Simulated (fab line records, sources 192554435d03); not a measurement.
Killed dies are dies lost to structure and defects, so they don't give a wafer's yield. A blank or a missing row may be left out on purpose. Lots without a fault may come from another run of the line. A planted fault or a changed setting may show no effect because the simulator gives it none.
Split-lot experiment | flow n5_finfet | 7 lots, 21 wafers read, on a route of 1938 steps

THE SPLIT
At N5_MIM_BOT_SPUTTER_00 (material TiN, target thk 35 nm, time 89.7 s), the setting time_s was moved away from the recipe's 89.7 s on 8 of the 21 wafers read, by -9.5% to +12.8%. The other wafers ran this setting at the recipe's value.

The reading is taken at the split's own step.

THE READING
TiN_of_MIM_BOT_SPUTTER_00.thk_nm (the simulator's own value, which no gauge read), in nm, at N5_MIM_BOT_SPUTTER_00 (material TiN, target thk 35 nm, time 89.7 s). The file gives no usual value for it. The 13 wafers here that ran the recipe average 34.7 nm, standard deviation 0.4 nm.

wafer  | tool, chamber at the split | time_s as run, s | against the recipe | TiN_of_MIM_BOT_SPUTTER_00.thk_nm, nm | against lot-mates on the recipe
L076.1 | pvd_sputter-03, -          | 89.7             | recipe             | 35                                   | -
L076.6 | pvd_sputter-03, -          | 89.7             | recipe             | 35                                   | -
L076.4 | pvd_sputter-03, -          | 89.7             | recipe             | 35.2                                 | -
L079.1 | pvd_sputter-02, -          | 89.7             | recipe             | 34.8                                 | -
L079.3 | pvd_sputter-02, -          | 81.18            | -9.5%              | 31.4                                 | -3.2
L079.6 | pvd_sputter-02, -          | 89.7             | recipe             | 34.4                                 | -
L080.1 | pvd_sputter-02, -          | 95.48            | +6.4%              | 37.2                                 | +2.3
L080.3 | pvd_sputter-02, -          | 89.7             | recipe             | 34.8                                 | -
L080.4 | pvd_sputter-02, -          | 89.7             | recipe             | 35                                   | -
L082.2 | pvd_sputter-02, -          | 89.7             | recipe             | 34.6                                 | -
L082.3 | pvd_sputter-02, -          | 83.94            | -6.4%              | 32.8                                 | -2.0
L082.5 | pvd_sputter-02, -          | 89.7             | recipe             | 35                                   | -
L086.2 | pvd_sputter-03, -          | 89.7             | recipe             | 34.4                                 | -
L086.3 | pvd_sputter-03, -          | 89.7             | recipe             | 34.4                                 | -
L086.5 | pvd_sputter-03, -          | 89.7             | recipe             | 34.6                                 | -
L089.2 | pvd_sputter-01, -          | 89.7             | recipe             | 33.6                                 | -
L089.4 | pvd_sputter-01, -          | 101.2            | +12.8%             | 38.8                                 | +5.2
L089.6 | pvd_sputter-01, -          | 101.2            | +12.8%             | 38.6                                 | +5.0
L090.1 | pvd_sputter-01, -          | 99.77            | +11.2%             | 37.8                                 | no lot-mate on the recipe
L090.5 | pvd_sputter-01, -          | 99.77            | +11.2%             | 38.2                                 | no lot-mate on the recipe
L090.6 | pvd_sputter-01, -          | 99.77            | +11.2%             | 38                                   | no lot-mate on the recipe

THE FIT
A straight line over all 21 wafers: TiN_of_MIM_BOT_SPUTTER_00.thk_nm changes by +0.313 nm for each +1% of time_s; r = +0.98; the points scatter about the line by 0.38 nm.
The same after taking each lot's own level away (the mean of its wafers on the recipe; 18 wafers): +0.374 nm for each +1%; r = +1.00; scatter 0.2 nm.
On that fit, the largest move of time_s shifts the reading by 4.8 nm.
The lots' own levels span 33.60 to 35.07 nm, that is 3.6 times the standard deviation above.
So the lot-to-lot level changes the slope: the two fits differ.
Check: with one of the wafers moved furthest among these (+12.8%) left out of the fit, the line predicts +4.69 nm for it against its lot-mates. It came out at +5.2 nm against them.

OTHER SPLITS ON THESE WAFERS
These wafers also went through other splits before the reading. Each is held against what the fit with the lots' levels taken away leaves over:
other split on the same wafers    | wafers away from the commonest value | r with TiN_of_MIM_BOT_SPUTTER_00.thk_nm (lot level and that fit taken away)
N5_BEOL_M14_PEB_26 peb_temp_c     | 6                                    | +0.02
N5_BEOL_M14_TRENCH_ETCH_34 bias_w | 4                                    | +0.43

THE FILE'S OWN FIT
TiN_of_MIM_BOT_SPUTTER_00.thk_nm changes by +0.366 nm for each +1% of time_s, r = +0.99.
